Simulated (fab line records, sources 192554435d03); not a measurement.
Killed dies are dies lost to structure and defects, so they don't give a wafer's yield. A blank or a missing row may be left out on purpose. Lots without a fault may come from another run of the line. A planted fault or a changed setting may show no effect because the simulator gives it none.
A struck lot beside a sound one | flow n5_finfet | 22 steps out of a route of 1938
Sound: wafers L566.2, L566.5, L566.6. Struck: wafers L575.1, L575.2, L575.5. The cause comes at the end.
At each step with rows: each side's tool, then ch and its chambers, then its first start. Under that, the readings that differ: sound wafers | struck wafers | difference of the means | sigmas: that difference in standard deviations of wafers without a fault.
alike: readings whose means differ by less than 2 such deviations, and words and numbers that are the same on both sides. not compared: withheld readings, readings that some wafer has no value for, bounds like >300 that may hide the same value, and numbers for which the record gives no deviation and whose values overlap.
The two part at a step that has a row with sigmas, a row that says differs or no value, or rows on one side only. Numbers that don't overlap but have no deviation are shown without sigmas and don't part them. A reading that every wafer of one side lacks parts them only if that side has two wafers or more.

first, 3 steps without rows for these wafers: N5_STI_FIN_REVEAL_PRECLEAN_26 (cleans in SC1, time 45 s); N5_STI_FIN_REVEAL_PRECLEAN_29 (cleans in DHF, time 30 s); N5_STI_FIN_REVEAL_SRD_12 (time 30 s).
N5_STI_FIN_REVEAL_RECESS_09: chemistry HF/NH3, target SiO2, afs cycles 11, target depth 42.5 nm, sublimation time 60 s.
  sound on vapor_etch-02 ch 0,1, day 2 22:56; struck on vapor_etch-02 ch 0,1, day 5 07:54
  alike: drypump_motor_current_A
then, 2 steps without rows for these wafers: N5_STI_FIN_REVEAL_STRIP_16 (strips SiNx in H3PO4, target depth 23.8 nm); N5_STI_FIN_REVEAL_PRECLEAN_17 (cleans in NF3:NH3, afs cycles 1, time 20 s, sublimation time 60 s).
N5_STI_FIN_REVEAL_ETCH_34: etches Si in H2, material Si, target depth 0.97 nm.
  sound on rie_si-03 ch 1,2,3, day 3 01:01; struck on rie_si-06 ch 0,2,3, day 5 09:59
  alike: drypump_motor_current_A, oes_product_au, throttle_valve_pct
  not compared: rf_hours_counter_h
N5_STI_FIN_REVEAL_OXIDATION_31: chemistry O2 PLASMA REMOTE, time 20 s.
  sound on plasma_asher-01 ch 0,1, day 3 01:05; struck on plasma_asher-02 ch 0,1, day 5 10:03
  alike: drypump_motor_current_A, heater_power_w
  not compared: rf_hours_counter_h
then, 3 steps without rows for these wafers: N5_STI_FIN_REVEAL_PRECLEAN_32 (cleans in NF3:NH3, afs cycles 1, time 20 s, sublimation time 60 s); N5_STI_FIN_REVEAL_STRIP_35 (strips Si3N4 in H3PO4, target depth 4 nm, time 39 s); N5_STI_FIN_REVEAL_SRD_21 (time 30 s).
N5_STI_FIN_REVEAL_OXIDATION_33: chemistry O2 PLASMA REMOTE, time 20 s.
  sound on plasma_asher-01 ch 0,1, day 3 01:26; struck on plasma_asher-02 ch 0,1, day 5 10:24
  alike: drypump_motor_current_A, heater_power_w
  not compared: rf_hours_counter_h
N5_STI_FIN_REVEAL_CLEAN_19: cleans in O3/DIW, time 120 s.
  sound on wet_bench-04 ch 2,4,6, day 3 01:32; struck on wet_bench-03 ch 4,5,6, day 5 10:29
  alike: bath_heat_duty_pct
then, 1 step without rows for these wafers: N5_STI_FIN_REVEAL_SRD_23 (time 30 s).
N5_STI_FIN_REVEAL_CD_MEAS_22: target cd 6.238 nm, pitch 28 nm.
  sound on cd_sem-01, day 3 01:37; struck on cd_sem-03, day 5 10:34
  alike: cd_nm
N5_STI_FIN_REVEAL_FIN_H_MEAS_10:
  sound on ocd-02, day 3 01:38; struck on ocd-01, day 5 10:36
  alike: trench_depth_nm
then, 2 steps without rows for these wafers: N5_STI_FIN_REVEAL_PRECLEAN_18 (cleans in SC2, time 45 s); N5_STI_FIN_REVEAL_SRD_28 (time 30 s).
N5_STI_FIN_REVEAL_INSPECT_13: inspects for defects (darkfield).
  sound on defect_inspect-02, day 3 01:43; struck on defect_inspect-02, day 5 10:41
  reading          | sound   | struck      | difference | sigmas
  raw_defect_count | 19 6 12 | 281 305 330 | +293       | +53
then, 1 step without rows for these wafers: N5_DUMMY_GATE_PRECLEAN_00 (cleans in O3/DIW, time 60 s).
-- the record jumps here: 5 days lie between the struck wafers' starts before and after (it left off in module DUMMY_GATE and takes up again in module BEOL_M4, whose first step shown is number 1111 of the route) --
N5_BEOL_M4_RC_MEAS_101:
  sound on prober-01 ch 0, day 8 05:54; struck on prober-02 ch 0, day 10 16:24
  alike: DIBL_N, DIBL_P, IOFF_N, IOFF_P, ION_N, ION_P, SS_N, SS_P, VT_N, VT_P
-- the record jumps here: 4 days lie between the struck wafers' starts before and after (it left off in module BEOL_M4 and takes up again in module PASSIVATION, whose first step shown is number 1936 of the route) --
N5_PASSIVATION_PROBE_49:
  sound on prober-01, day 12 05:59; struck on prober-01, day 14 19:12
  reading                  | sound          | struck         | difference | sigmas
  defect_limited_yield (%) | 90.7 91.4 90.8 | 82.3 86.3 83.9 | -6.8       | -5
  killed_at_front_end      | 44 44 37       | 139 95 113     | +74        | +6
  killed_dies              | 110 102 108    | 209 162 190    | +80        | +4
  sort_bin_5_function (%)  | 5.6 4.9 5.3    | 12.0 9.4 11.2  | +5.6       | +6
  sort_n_pass              | 1070 1078 1072 | 971 1018 990   | -80        | -4
  sort_yield_pct (%)       | 90.7 91.4 90.8 | 82.3 86.3 83.9 | -6.8       | -5
  alike: killed_at_M0_to_M3, killed_at_M4_up, killed_at_contacts, killed_at_other, killed_open, killed_short, sort_bin_6_memory

WHERE THEY PART
First at N5_STI_FIN_REVEAL_INSPECT_13; last, within this record, at N5_PASSIVATION_PROBE_49.

WHY: what the simulator had put in
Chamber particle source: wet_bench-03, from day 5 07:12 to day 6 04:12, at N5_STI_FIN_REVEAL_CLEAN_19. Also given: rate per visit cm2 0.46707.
